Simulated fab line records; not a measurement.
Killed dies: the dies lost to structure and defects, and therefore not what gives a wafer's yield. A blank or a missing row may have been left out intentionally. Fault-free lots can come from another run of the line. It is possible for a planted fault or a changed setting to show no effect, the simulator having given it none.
Matching of chambers | flow nandHarc | NHARC_A_CONTACT_ETCH_88 on rieDiel-12: 4 sister chambers
The step etches the open film in CF4, target depth 39 nm, time 65 s. 4 wafers are shown with their chamber, then 7 later ones without.

== WAFERS WITH THEIR CHAMBER ==
wafer  | chamber | drypumpMotorCurrentA (A)
L403.1 | 2       | 5.89
L403.3 | 3       | 5.83
L403.6 | 1       | 5.32
L404.4 | 0       | 5.38

== WAFERS WITHOUT THEIR CHAMBER ==
wafer  | drypumpMotorCurrentA (A)
L404.6 | 5.34
L405.2 | 5.41
L405.4 | 5.34
L405.6 | 5.89
L411.3 | 5.38
L411.4 | 5.89
L411.6 | 5.34

== CHAMBER TAKEN BY EACH ==
wafer  | from the rows above     | in truth
L404.6 | can't be placed: 1 or 0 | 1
L405.2 | 0                       | 0
L405.4 | can't be placed: 1 or 0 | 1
L405.6 | 2                       | 2
L411.3 | 0                       | 0
L411.4 | 2                       | 2
L411.6 | can't be placed: 1 or 0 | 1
Correct placement for 4 of the 7. Cannot be placed on the basis of these rows: 3; the candidates contain the true chamber in 3. Wrongly placed: 0.
How it was worked out, from the rows above alone: a wafer's distance from a chamber is the root of the sum, over the readings, of the square of ((its reading less the chamber's mean) divided by the reading's scatter). If the next closest chamber is less than 2 further off than the closest, the wafer can't be placed; otherwise it belongs to the closest. For every chamber, the mean is computed from those of its wafers that are shown. The scatter: root of mean squared gap, hidden wafer to nearest shown wafer, with one shown wafer a chamber.
